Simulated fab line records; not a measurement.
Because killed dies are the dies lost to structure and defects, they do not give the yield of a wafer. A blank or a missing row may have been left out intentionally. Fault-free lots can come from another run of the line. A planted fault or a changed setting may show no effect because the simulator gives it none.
fab line records	flow nand_harc
record lots=13	wafers=39	last_day=25
route steps=1159 shown A_CONTACT@885 A_BONDPAD@1087 THIN_TSV@1137 END@1159
lots untouched by any fault: they come from a run of this same line in which no faults occurred
start_h: hours from the record's opening day to when the first of the lot's shown wafers began	wait_h: hours from the lot's prior step to this one	" as in the row above	L1.1+2: a row that stands for several wafers	- no value, or no start was given	* or withheld: withheld	< > ~ a bound
route shown NAME@n: NAME is a module with steps in the file, n the number in the route of the first one	usual: mean/standard deviation taken from wafers without a fault	same: alike in all rows	chamber/n: place in a boat	sites: readings site by site	_std_site: how widely they spread, as a standard deviation	_edge_site: mean of outer sites minus mean of inner sites	radius_mm: for every site, how far away it sits from the centre of the wafer	mask NAME#n: copy n	behind: tool/chamber where the wafer was last shaped	hold: reason for holding the lot/hours on hold/outcome of the hold	device: the transistor (n, p or np) that didn't switch	end of line: the tests these same wafers got at the end of their route	where a step has no rows: the recipe by itself	killed: dies that structure and defects cost at the first sort, which is not the same as the wafer's yield	map: dies across one wafer; x = killed, . = not, _ = none there
set.NAME: the setting as run; set.NAME@STEP: as run at that earlier step	model.NAME: the simulator's own value behind a step, which no gauge read
steps of the route over a sample of lots; a table a step, a row a wafer
services: from which hour (start_h, from the record's first day; less than 0 if before it) a tool's chamber was out of use, for how many hours, and why
## steps
# step NHARC_A_CONTACT_DEP_58
# recipe target_thk_a=600	target_thk_nm=60	temp_c=400	pressure_torr=3.5	flow_sccm=200	rf_w=350	material=SiON
# usual heater_power_w=748/140	showerhead_vpp_V=1161/49
lot.wafer	tool	chamber	start_h	wait_h	heater_power_w	showerhead_vpp_V
L447.1	pecvd-03	1	369.81	1.4	706	1237
L447.5	"	1	"	"	707	1226
L447.4	"	2	"	"	615	1108
L450.3	pecvd-03	1	380.71	0.9	683	1230
L450.4	"	2	"	"	512	1111
L450.6	"	0	"	"	734	1194
L449.1	pecvd-02	2	380.84	1.5	1040	1099
L449.2	"	0	"	"	805	1098
L449.6	"	2	"	"	1021	1104
L451.3	pecvd-02	0	386.00	0.9	772	1099
L451.5	"	0	"	"	760	1103
L451.4	"	1	"	"	732	1152
L453.3	pecvd-03	1	397.11	0.9	702	1218
L453.1	"	2	"	"	596	1113
L453.2	"	0	"	"	832	1195
L455.3	pecvd-02	0	422.99	0.9	726	1095
L455.2	"	1	"	"	781	1171
L455.6	"	2	"	"	1044	1135
L456.2	pecvd-04	2	425.94	1.3	627	1208
L456.4	"	1	"	"	876	1115
L456.5	"	2	"	"	613	1201
L457.1	pecvd-02	0	428.32	1.5	739	1110
L457.6	"	1	"	"	709	1188
L457.4	"	0	"	"	725	1085
L459.1	pecvd-03	1	447.75	1.6	590	1229
L459.2	"	2	"	"	603	1131
L459.4	"	0	"	"	723	1225
L460.1	pecvd-03	1	449.36	1.5	629	1224
L460.4	"	2	"	"	604	1127
L460.5	"	0	"	"	826	1209
L458.3	pecvd-03	1	457.44	0.9	706	1236
L458.1	"	0	"	"	799	1176
L458.6	"	1	"	"	707	1225
L464.2	pecvd-04	0	473.54	1.3	715	1154
L464.4	"	0	"	"	708	1173
L464.6	"	2	"	"	579	1192
L469.3	pecvd-03	1	520.31	1.2	712	1212
L469.4	"	0	"	"	693	1212
L469.5	"	2	"	"	625	1139
# step NHARC_A_BONDPAD_ANNEAL_28
# recipe temp_c=225	time_s=90
# usual anneal_temp_c=224.98/0.15	anneal_temp_c_max=226.02/0.28	wafer_temp_C_max=226.0/0.48
lot.wafer	tool	chamber	start_h	wait_h	anneal_temp_c	anneal_temp_c_max	wafer_temp_C_max
L447.1	rtp_anneal-01	0	405.20	-	224.93	225.74	226.4
L447.4	"	0	"	"	224.97	225.80	226.3
L447.5	"	0	"	"	224.96	225.67	226.0
L450.3	rtp_anneal-01	0	411.23	-	225.11	225.98	226.0
L450.4	"	0	"	"	225.06	225.97	226.3
L450.6	"	0	"	"	224.85	225.76	226.3
L449.1	rtp_anneal-01	0	412.22	-	225.03	225.94	226.5
L449.2	"	0	"	"	225.29	226.25	225.9
L449.6	"	0	"	"	225.06	226.05	226.4
L451.3	rtp_anneal-01	0	416.98	-	224.72	225.51	226.0
L451.4	"	0	"	"	224.96	225.63	226.8
L451.5	"	0	"	"	225.03	226.05	225.9
L453.1	rtp_anneal-02	0	435.34	0.3	224.94	226.11	225.6
L453.2	"	0	"	"	225.00	226.32	225.6
L453.3	"	0	"	"	224.97	226.20	225.5
L455.2	rtp_anneal-02	0	453.67	-	224.80	225.54	225.8
L455.3	"	0	"	"	224.98	226.78	225.6
L455.6	"	0	"	"	224.82	225.86	226.2
L456.2	rtp_anneal-02	0	458.79	0.3	224.80	226.24	225.3
L456.4	"	0	"	"	224.76	225.90	225.5
L456.5	"	0	"	"	224.73	225.87	225.4
L457.1	rtp_anneal-02	0	459.46	-	224.90	226.12	225.7
L457.4	"	0	"	"	225.05	226.36	225.7
L457.6	"	0	"	"	224.95	226.29	225.4
L459.1	rtp_anneal-02	0	476.53	-	224.81	225.81	225.3
L459.2	"	0	"	"	224.63	226.01	225.7
L459.4	"	0	"	"	224.79	225.99	225.4
L460.1	rtp_anneal-02	0	477.48	0.3	225.01	226.06	225.2
L460.4	"	0	"	"	224.96	226.10	225.4
L460.5	"	0	"	"	225.21	226.26	225.3
L458.1	rtp_anneal-01	0	493.66	0.3	225.17	226.08	226.4
L458.3	"	0	"	"	225.13	226.10	227.2
L458.6	"	0	"	"	225.16	226.14	226.9
L464.2	rtp_anneal-02	0	522.69	-	225.12	226.53	225.5
L464.4	"	0	"	"	225.25	226.45	225.6
L469.3	rtp_anneal-02	0	552.18	-	225.08	226.30	225.5
L469.4	"	0	"	"	225.24	226.31	225.4
L469.5	"	0	"	"	225.16	226.26	225.4
# step NHARC_A_BONDPAD_CMP_19
# recipe t_overpolish_s=30	cu_recess_touch_s=16	target_thk_nm=169.8
# usual motor_current_A=12.3/1.4	overpolish_run_s=30.001/0.008
lot.wafer	tool	chamber	start_h	wait_h	motor_current_A	overpolish_run_s
L447.1	cmp-03	3	405.57	-	13.6	30.013
L447.4	"	0	"	"	10.7	29.998
L447.5	"	2	"	"	13.1	30.004
L450.4	cmp-03	1	411.50	-	11.8	30.011
L450.3	"	3	"	"	13.7	30.002
L450.6	"	1	"	"	11.3	30.005
L449.1	cmp-03	0	412.57	-	11.0	30.004
L449.2	"	1	"	"	11.7	30.001
L449.6	"	1	"	"	11.3	29.990
L451.3	cmp-04	0	417.28	-	12.4	29.999
L451.4	"	1	"	"	13.5	29.985
L451.5	"	3	"	"	10.1	29.999
L453.1	cmp-03	0	435.69	-	10.9	29.992
L453.2	"	2	"	"	12.4	30.006
L453.3	"	3	"	"	14.6	30.016
L455.3	cmp-01	3	454.02	-	10.2	30.006
L455.2	"	0	"	"	14.7	30.007
L455.6	"	2	"	"	12.9	30.010
L456.4	cmp-04	0	459.09	-	11.9	30.003
L456.2	"	2	"	"	11.3	30.002
L456.5	"	1	"	"	13.9	29.998
L457.1	cmp-01	3	459.80	-	11.1	30.010
L457.4	"	2	"	"	13.1	30.005
L457.6	"	3	"	"	10.8	29.995
L459.2	cmp-04	1	476.88	-	14.1	29.987
L459.1	"	3	"	"	11.0	29.993
L459.4	"	0	"	"	12.5	29.994
L460.1	cmp-04	1	477.82	-	13.2	30.007
L460.4	"	0	"	"	12.3	29.988
L460.5	"	1	"	"	14.1	30.002
L458.1	cmp-03	0	494.03	-	10.7	29.996
L458.3	"	2	"	"	12.6	29.988
L458.6	"	3	"	"	14.4	30.013
L464.4	cmp-01	0	522.99	-	14.9	29.992
L464.2	"	1	"	"	11.4	30.008
L469.4	cmp-03	2	552.46	-	13.3	30.006
L469.3	"	0	"	"	10.3	29.992
L469.5	"	1	"	"	11.6	30.010
# step NHARC_THIN_TSV_PRE_CLEAN_54
# recipe time_s=30	temp_c=280	gas=H2/He
# usual heater_power_w=412/33
lot.wafer	tool	chamber	start_h	wait_h	heater_power_w
L450.4	pvd_sputter-02	-	426.50	0.1	424
L450.3	"	-	"	"	391
L450.6	"	-	"	"	429
L447.1	pvd_sputter-01	-	427.79	0.1	367
L447.4	"	-	"	"	459
L447.5	"	-	"	"	363
L449.2	pvd_sputter-02	-	430.70	0.1	392
L449.1	"	-	"	"	473
L449.6	"	-	"	"	377
L451.4	pvd_sputter-03	-	440.71	0.0	411
L451.3	"	-	"	"	433
L451.5	"	-	"	"	422
L453.1	pvd_sputter-02	-	453.66	0.0	431
L453.3	"	-	"	"	376
L453.2	"	-	"	"	474
L455.3	pvd_sputter-02	-	472.47	0.0	455
L455.2	"	-	"	"	385
L455.6	"	-	"	"	370
L456.2	pvd_sputter-02	-	479.11	0.1	378
L456.4	"	-	"	"	467
L456.5	"	-	"	"	390
L457.1	pvd_sputter-03	-	480.48	0.1	402
L457.4	"	-	"	"	396
L457.6	"	-	"	"	404
L460.4	pvd_sputter-01	-	495.84	0.0	431
L460.1	"	-	"	"	390
L460.5	"	-	"	"	435
L459.1	pvd_sputter-02	-	497.05	0.0	473
L459.2	"	-	"	"	431
L459.4	"	-	"	"	391
L458.3	pvd_sputter-03	-	512.61	0.1	384
L458.1	"	-	"	"	435
L458.6	"	-	"	"	409
L464.2	pvd_sputter-02	-	541.48	0.0	464
L464.4	"	-	"	"	365
L469.3	pvd_sputter-01	-	581.23	0.1	437
L469.4	"	-	"	"	364
L469.5	"	-	"	"	424
# step NHARC_END_SORT_01
# recipe temp_c=25
# usual killed_at_array=27/11	killed_at_other=0.7/0.93	killed_at_periphery=2.9/1.9	killed_dies=30/11	killed_open=3.1/1.7	killed_short=1.9/1.3
# same gross_dies=677
lot.wafer	tool	chamber	start_h	wait_h	killed_at_array	killed_at_other	killed_at_periphery	killed_dies	killed_open	killed_short
L458.1	prober-01	0	523.01	2.5	16	0	3	19	2	1
L458.3	prober-01	0	524.63	3.1	20	0	3	23	2	4
L458.6	prober-01	0	527.06	4.0	29	0	5	34	5	4
L464.2	prober-02	0	550.49	2.8	31	2	2	35	4	3
L464.4	prober-02	0	552.07	3.4	35	1	2	38	2	2
L464.6	prober-02	0	553.65	3.9	673	1	3	677	2	4
# killed by level:class
L458.1 A_STAIRCASE:chamber_film_flake=5 A_ZERO_WELL:chamber_film_flake=4 A_CHANNEL_HOLE_D1:chamber_film_flake=2 A_WL_FILL:chamber_film_flake=2 P_M0:geometric_particle:open=1 A_CHANNEL_FILL_D1:geometric_particle:open=1 A_M0:geometric_particle:short=1 P_GATE:chamber_film_flake=1
L458.3 A_STAIRCASE:chamber_film_flake=10 A_CHANNEL_HOLE_D1:chamber_film_flake=3 A_ONON_D1:geometric_particle:short=2 A_CONTACT:chamber_film_flake=2 P_GATE:geometric_particle:open=1 P_M2:geometric_particle:short=1 A_M0:geometric_particle:open=1 A_M1:geometric_particle:short=1
L458.6 A_CHANNEL_HOLE_D1:chamber_film_flake=9 A_STAIRCASE:chamber_film_flake=7 A_ZERO_WELL:chamber_film_flake=4 A_CONTACT:geometric_particle:open=2 A_M0:geometric_particle:open=2 P_STI:chamber_film_flake=2 P_CONTACT:geometric_particle:short=1 P_M0:geometric_particle:short=1
L464.2 A_CHANNEL_HOLE_D1:chamber_film_flake=13 A_SLIT:chamber_film_flake=13 A_SOURCE_PLATE:geometric_particle:short=2 A_CONTACT:geometric_particle:open=2 THIN_TSV:chamber_film_flake=2 P_GATE:geometric_particle:open=1 P_CONTACT:geometric_particle:open=1 A_CONTACT:geometric_particle:short=1
L464.4 A_CHANNEL_HOLE_D1:chamber_film_flake=18 A_SLIT:chamber_film_flake=11 A_CONTACT:chamber_film_flake=2 P_STI:geometric_particle:short=1 A_ONON_D1:geometric_particle:open=1 A_WL_FILL:geometric_particle:open=1 A_M0:geometric_particle:short=1 P_ZERO_WELL:chamber_film_flake=1
L464.6 A_CONTACT:area_dep=630 A_CHANNEL_HOLE_D1:chamber_film_flake=20 A_SLIT:chamber_film_flake=19 P_GATE:geometric_particle:short=1 P_CONTACT:geometric_particle:open=1 A_CHANNEL_HOLE_D1:geometric_particle:short=1 A_CHANNEL_HOLE_D1:geometric_particle:open=1 A_CHANNEL_FILL_D1:geometric_particle:short=1
## services
tool	chamber	start_h	hours	kind
cmp-03	-	352.21	4.0	pm
rtp_anneal-01	-	356.48	4.3	repair
cmp-03	-	360.78	1.2	repair
cmp-01	-	375.50	4.0	pm
pvd_sputter-02	-	393.13	10.0	pm
cmp-04	-	399.16	4.0	pm
cmp-04	-	405.70	1.8	repair
pvd_sputter-01	-	441.71	2.4	repair
pecvd-03	-	442.50	0.2	repair
cmp-03	-	450.22	4.0	pm
pvd_sputter-03	-	458.04	10.0	pm
pecvd-02	0	471.69	7.4	repair
pecvd-03	-	473.21	13.0	pm
pecvd-02	-	482.18	2.3	repair
cmp-03	-	489.20	1.0	repair
cmp-04	-	497.16	4.0	pm
pvd_sputter-03	-	506.48	1.1	repair
pvd_sputter-01	-	514.00	10.0	pm
pecvd-02	-	515.28	13.0	pm
cmp-03	-	548.22	4.0	pm
pecvd-03	2	552.08	22.8	repair
pvd_sputter-02	-	571.13	10.0	pm
pvd_sputter-01	-	571.94	3.1	repair
pvd_sputter-03	-	576.73	1.8	repair
## key
first_sign step=NHARC_END_SORT_01	reading=killed_at_array	direction=up	sigmas=59	usual=27	struck=673
effect step=NHARC_END_SORT_01	reading=killed_dies	direction=up	sigmas=58	usual=30	struck=677
more_kills_born_at NHARC_A_CONTACT_DEP_58@pecvd-04=630
met_at NHARC_A_CONTACT_DEP_58
struck_lots L464
struck_wafers L464.6
later_rows_left_out L464.6
tester_left_out L464
not_acting_at NHARC_A_BONDPAD_ANNEAL_28,NHARC_A_BONDPAD_CMP_19,NHARC_THIN_TSV_PRE_CLEAN_54
onset_between 425.94 473.54
fault kind=process_parameter_drift	tool=pecvd-04	chamber=2	onset_h=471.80	steps=NHARC_A_CONTACT_DEP_58	channel=target_thk_nm	offset=33.773	shape=step	end_h=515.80	acts_in=these_recipes_only	stated=60
# tester_left_out: of these lots the tester's yield and bins aren't shown, on N5 and GAA mostly nor the transistor test; their killed dies are dies lost to structure and defects alone, not to doping, threshold or leakage, so they don't give the yield
# later_rows_left_out: the simulator's readings of these wafers behind a module that went badly wrong aren't trusted and aren't shown, but for the sort
